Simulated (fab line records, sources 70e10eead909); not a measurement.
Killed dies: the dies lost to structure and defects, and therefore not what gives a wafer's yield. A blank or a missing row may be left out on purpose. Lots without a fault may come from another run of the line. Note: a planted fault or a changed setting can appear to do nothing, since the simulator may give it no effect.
fab line records ; flow nand-harc
record: lots: 5; wafers: 15; last-day: 33
route steps=1302 shown P_GATE@170
lots that met no fault: taken from a fault-free run of the same line
start-h: the number of hours between the record's first day and the start of the first shown wafer of the lot ; wait-h: time in hours since the lot's previous step ; " identical to the entry in the row above ; L1.1+2: several wafers, shown together as one row ; - no value present, or no start provided ; * or withheld: withheld ; < > ~ a bound
route shown NAME@n: NAME is a module with steps in the file, n the number in the route of the first one ; usual: mean/standard deviation taken from wafers without a fault ; same: alike in all rows ; chamber/n: place in a boat ; sites: per-site readings ; _std_site: their standard deviation ; _edge_site: mean of outer sites minus mean of inner sites ; radius-mm: for every site, how far away it sits from the centre of the wafer ; mask NAME#n: copy n ; behind: tool/chamber where the wafer was last shaped ; hold: cause of the lot's hold/its duration in hours/its outcome ; device: names the non-switching transistor (n, p or np) ; end of line: the route-end tests of the same wafers ; for a step that has no rows: nothing shown but its recipe ; killed: dies that structure and defects cost at the first sort, which is not the same as the wafer's yield ; map: a wafer's dies, x killed, . not, _ none there
set.NAME: the setting the step ran with; set.NAME@STEP: the setting that earlier step ran with ; model.NAME: the simulator's own value behind a step, which no gauge read
lots at selected steps of the route; one table per step, one row per wafer
services: when a tool's chamber went out of use (start-h, in hours from the record's first day, below 0 if earlier), for how many hours, and the reason
== steps ==
step: NHARC_P_GATE_CD_MEAS_46
recipe: target-cd-nm: 720; landing-energy-ev: 500
usual: cd-nm: 721.1/2.4
lot.wafer;tool;chamber;start-h;wait-h;cd-nm
L271.2;cd-sem-03;0;179.66;-;719.2
L271.4;cd-sem-03;0;179.66;-;723.6
L271.5;cd-sem-03;0;179.66;-;723.5
L273.3;cd-sem-01;0;192.60;-;716.1
L273.4;cd-sem-01;0;192.60;-;721.1
L273.6;cd-sem-01;0;192.60;-;721.7
L279.1;cd-sem-02;0;254.64;-;722.6
L279.3;cd-sem-02;0;254.64;-;723.2
L279.5;cd-sem-02;0;254.64;-;722.3
L280.2;cd-sem-02;0;255.14;-;719.8
L280.3;cd-sem-02;0;255.14;-;718.9
L280.6;cd-sem-02;0;255.14;-;721.9
L288.4;cd-sem-03;0;345.14;-;720.6
L288.5;cd-sem-03;0;345.14;-;716.6
L288.6;cd-sem-03;0;345.14;-;719.1
step: NHARC_P_GATE_HARDBAKE_47
recipe: temp-c: 125; time-s: 80
step: NHARC_P_GATE_DESCUM_48
recipe: time-s: 3; o2-flow-sccm: 200; ar-flow-sccm: 0; bias-power-w: 0; chemistry: O2
usual: drypump-motor-current-A: 5.7/0.58; oes-product-au: 0.999/0.014; rf-vpp-V: 57.7/0.9; showerhead-plenum-p-Torr: 1.90/0.094; throttle-valve-pct: 11.311/0.0083
same: time-s: 3
lot.wafer;tool;chamber;start-h;wait-h;drypump-motor-current-A;oes-product-au;rf-hours-counter-h;rf-vpp-V;showerhead-plenum-p-Torr;throttle-valve-pct
L271.4;rie-diel-12;2;179.85;-;6.2;0.995;3.5;57.3;2.03;11.310
L271.2;rie-diel-12;3;179.85;-;5.7;1.037;2.9;58.4;1.92;11.320
L271.5;rie-diel-12;0;179.85;-;6.6;0.986;-;58.7;2.02;11.302
L273.4;rie-diel-02;0;192.76;-;5.9;1.004;10.0;57.8;2.06;11.315
L273.3;rie-diel-02;1;192.76;-;4.8;0.979;10.4;58.1;1.82;11.306
L273.6;rie-diel-02;1;192.76;-;4.8;0.982;-;57.1;1.82;11.311
L279.3;rie-diel-03;0;254.82;-;5.5;1.000;6.2;58.1;1.90;11.317
L279.1;rie-diel-03;1;254.82;-;5.3;1.005;5.9;58.6;1.82;11.313
L279.5;rie-diel-03;3;254.82;-;5.0;1.016;-;56.0;1.81;11.321
L280.2;rie-diel-02;2;255.31;-;5.7;0.995;0.6;58.5;1.88;11.313
L280.3;rie-diel-02;3;255.31;-;4.8;1.005;0.6;56.5;1.80;11.331
L280.6;rie-diel-02;2;255.31;-;5.8;1.002;-;58.1;1.88;11.323
L288.4;rie-diel-12;3;345.30;-;5.7;0.998;3.7;56.3;1.91;11.323
L288.6;rie-diel-12;2;345.30;-;6.2;1.015;-;57.2;2.03;11.313
L288.5;rie-diel-12;3;345.30;-;5.7;1.006;-;59.1;1.91;11.311
step: NHARC_P_GATE_IMPLANT_49
recipe: energy-kev: 30; dose-cm2: 3e+15; tilt-deg: 7
step: NHARC_P_GATE_STRIP_111
recipe: power-w: 1500; temp-c: 110; time-s: 250; chemistry: N2/H2
usual: drypump-motor-current-A: 5.7/0.66; heater-power-w: 89/4.8
same: time-s: 250
lot.wafer;tool;chamber;start-h;wait-h;drypump-motor-current-A;heater-power-w;rf-hours-counter-h
L271.2;plasma-asher-01;1;180.20;0.2;5.1;83;1
L271.4;plasma-asher-01;0;180.20;0.2;6.6;92;-
L271.5;plasma-asher-01;0;180.20;0.2;6.6;95;-
L273.4;plasma-asher-02;0;193.23;0.2;5.9;88;-
L273.3;plasma-asher-02;1;193.23;0.2;5.1;87;-
L273.6;plasma-asher-02;0;193.23;0.2;5.9;87;-
L279.1;plasma-asher-01;1;255.17;0.2;5.1;82;18
L279.3;plasma-asher-01;0;255.17;0.2;6.6;94;-
L279.5;plasma-asher-01;1;255.17;0.2;5.1;85;-
L280.2;plasma-asher-01;0;255.87;0.4;6.5;96;19
L280.3;plasma-asher-01;0;255.87;0.4;6.6;97;-
L280.6;plasma-asher-01;0;255.87;0.4;6.6;97;-
L288.4;plasma-asher-02;0;345.75;0.2;5.9;86;-
L288.6;plasma-asher-02;0;345.75;0.2;5.9;84;-
L288.5;plasma-asher-02;1;345.75;0.2;5.0;93;-
step: NHARC_P_GATE_STRIP_75
recipe: power-w: 1500; temp-c: 250; chemistry: O2
usual: drypump-motor-current-A: 5.7/0.66; heater-power-w: 334/17
lot.wafer;tool;chamber;start-h;wait-h;drypump-motor-current-A;heater-power-w;rf-hours-counter-h
L271.2;plasma-asher-01;1;180.50;0.3;5.0;326;1
L271.4;plasma-asher-01;0;180.50;0.3;6.6;357;-
L271.5;plasma-asher-01;0;180.50;0.3;6.6;350;-
L273.4;plasma-asher-02;0;193.45;0.2;5.9;330;-
L273.3;plasma-asher-02;1;193.45;0.2;5.0;329;-
L273.6;plasma-asher-02;0;193.45;0.2;5.9;323;-
L279.1;plasma-asher-01;1;255.47;0.3;5.1;315;18
L279.3;plasma-asher-01;0;255.47;0.3;6.6;353;-
L279.5;plasma-asher-01;1;255.47;0.3;5.0;316;-
L280.2;plasma-asher-01;0;256.13;0.2;6.6;347;19
L280.3;plasma-asher-01;0;256.13;0.2;6.6;358;-
L280.6;plasma-asher-01;0;256.13;0.2;6.6;359;-
L288.4;plasma-asher-02;0;345.98;0.2;5.9;319;-
L288.6;plasma-asher-02;0;345.98;0.2;5.9;320;-
L288.5;plasma-asher-02;1;345.98;0.2;5.0;337;-
step: NHARC_P_GATE_STRIP_50
recipe: time-s: 900; temp-c: 130; chemistry: SPM
step: NHARC_P_GATE_DEHYDRATE_51
recipe: temp-c: 150; time-s: 120
step: NHARC_P_GATE_HMDS_52
recipe: time-s: 30
step: NHARC_P_GATE_COAT_53
recipe: spin-rpm: 3000
step: NHARC_P_GATE_SOFTBAKE_54
recipe: temp-c: 122; time-s: 95
step: NHARC_P_GATE_EBR_55
step: NHARC_P_GATE_EXPOSE_56
recipe: na: 0.6; target-cd-nm: 720; dose-mj: 14.81; mask-id: P_PSD
usual: exposure-dose-mJ-cm2: 14.815/0.017
same: na: 0.6
lot.wafer;tool;chamber;start-h;wait-h;mask;exposure-dose-mJ-cm2
L271.2;krf-scanner-01;0;181.14;-;P_PSD#0;14.791
L271.4;krf-scanner-01;0;181.14;-;P_PSD#0;14.816
L271.5;krf-scanner-01;0;181.14;-;P_PSD#0;14.825
L273.3;krf-scanner-03;0;194.22;-;P_PSD#0;14.814
L273.4;krf-scanner-03;0;194.22;-;P_PSD#0;14.796
L273.6;krf-scanner-03;0;194.22;-;P_PSD#0;14.808
L279.1;krf-scanner-03;0;256.23;-;P_PSD_R1#0;14.832
L279.3;krf-scanner-03;0;256.23;-;P_PSD_R1#0;14.850
L279.5;krf-scanner-03;0;256.23;-;P_PSD_R1#0;14.841
L280.2;krf-scanner-04;0;256.89;-;P_PSD#0;14.806
L280.3;krf-scanner-04;0;256.89;-;P_PSD#0;14.780
L280.6;krf-scanner-04;0;256.89;-;P_PSD#0;14.774
L288.4;krf-scanner-04;0;346.62;-;P_PSD#0;14.815
L288.5;krf-scanner-04;0;346.62;-;P_PSD#0;14.797
L288.6;krf-scanner-04;0;346.62;-;P_PSD#0;14.813
step: NHARC_P_GATE_PEB_57
recipe: peb-temp-c: 118; peb-time-s: 85
== services ==
tool;chamber;start-h;hours;kind
krf-scanner-03;-;159.74;0.1;repair
plasma-asher-01;-;165.14;9.0;pm
plasma-asher-01;0;165.14;9.0;vent-cycle
plasma-asher-01;1;165.14;9.0;vent-cycle
krf-scanner-04;-;182.01;4.0;pm
krf-scanner-03;-;202.45;4.9;repair
krf-scanner-04;-;211.10;1.9;repair
krf-scanner-01;-;212.32;0.6;repair
rie-diel-02;-;216.70;9.0;pm
krf-scanner-01;-;221.66;2.8;repair
krf-scanner-03;-;224.31;4.0;pm
rie-diel-12;3;236.02;4.3;repair
krf-scanner-04;-;243.81;0.4;repair
plasma-asher-02;-;249.36;9.0;pm
rie-diel-03;0;265.73;15.7;repair
rie-diel-12;2;266.34;1.9;repair
rie-diel-12;-;268.40;9.0;pm
rie-diel-03;2;277.80;8.3;repair
rie-diel-03;-;281.30;9.0;pm
plasma-asher-02;-;290.74;4.1;repair
krf-scanner-01;-;312.00;4.0;pm
rie-diel-02;3;313.96;6.5;repair
plasma-asher-01;-;318.08;0.9;repair
plasma-asher-01;-;342.14;9.0;pm
== key ==
first-sign: step: NHARC_P_GATE_EXPOSE_56; reading: mask; direction: changed
effect none on later readings
met-at NHARC_P_GATE_EXPOSE_56
struck-wafers L279.1,L279.3,L279.5
tester-left-out L279
onset-between 194.22 256.23
fault: kind: wrong-mask; tool: any; chamber: -; onset-h: 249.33; steps: NHARC_P_GATE_EXPOSE_56; aux-copy: P_PSD_R1#0; cd-offset-nm: -5.8305; scope: struck-lots-only
tester-left-out: of these lots the tester's yield and bins aren't shown, on N5 and GAA mostly nor the transistor test; their killed dies are dies lost to structure and defects alone, not to doping, threshold or leakage, so they don't give the yield
